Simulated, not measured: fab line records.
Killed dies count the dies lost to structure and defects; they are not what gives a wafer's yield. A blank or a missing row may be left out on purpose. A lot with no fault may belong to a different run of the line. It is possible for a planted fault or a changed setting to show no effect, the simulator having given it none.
Matching of chambers | flow n5-finfet | N5_MOL_CONTACT_COAG_ETCH_124 on rie-diel-05 has 4 sister chambers
The step etches SiNx in CH3F/O2, stops on SiOC, target depth 6.5 nm. 8 wafers are shown with their chamber, then 8 later ones without.

## EACH WAFER AND ITS CHAMBER
wafer  | chamber | rf-vpp-V (V) | showerhead-plenum-p-Torr (Torr)
L083.4 | 1       | 286          | 1.98
L083.6 | 1       | 286          | 1.98
L086.5 | 2       | 301          | 2.13
L090.6 | 3       | 303          | 1.95
L094.2 | 3       | 303          | 1.94
L094.3 | 0       | 297          | 1.92
L094.6 | 0       | 296          | 1.92
L095.1 | 2       | 301          | 2.12

## WAFERS WITH NO CHAMBER GIVEN
wafer  | rf-vpp-V (V) | showerhead-plenum-p-Torr (Torr)
L095.3 | 297          | 1.92
L095.5 | 300          | 2.13
L096.1 | 302          | 1.94
L096.2 | 300          | 2.12
L096.5 | 301          | 2.12
L097.1 | 302          | 1.94
L097.2 | 287          | 1.98
L097.4 | 301          | 2.12

## EACH ONE'S CHAMBER
wafer  | from the rows above | in truth
L095.3 | 0                   | 0
L095.5 | 2                   | 2
L096.1 | 3                   | 3
L096.2 | 2                   | 2
L096.5 | 2                   | 2
L097.1 | 3                   | 3
L097.2 | 1                   | 1
L097.4 | 2                   | 2
Correctly placed: 8 of 8. Not placeable from these rows: 0. 0 placed wrongly.
How it was worked out, from the rows above alone: a wafer's distance from a chamber is the root of the sum, over the readings, of the square of ((its reading less the chamber's mean) divided by the reading's scatter). If the next closest chamber is less than 2 further off than the closest, the wafer can't be placed; otherwise it belongs to the closest. For every chamber, the mean is computed from those of its wafers that are shown. The scatter is the square root of a quotient: the sum, over the shown wafers, of each reading's squared deviation from its chamber's mean, divided by wafers minus chambers.
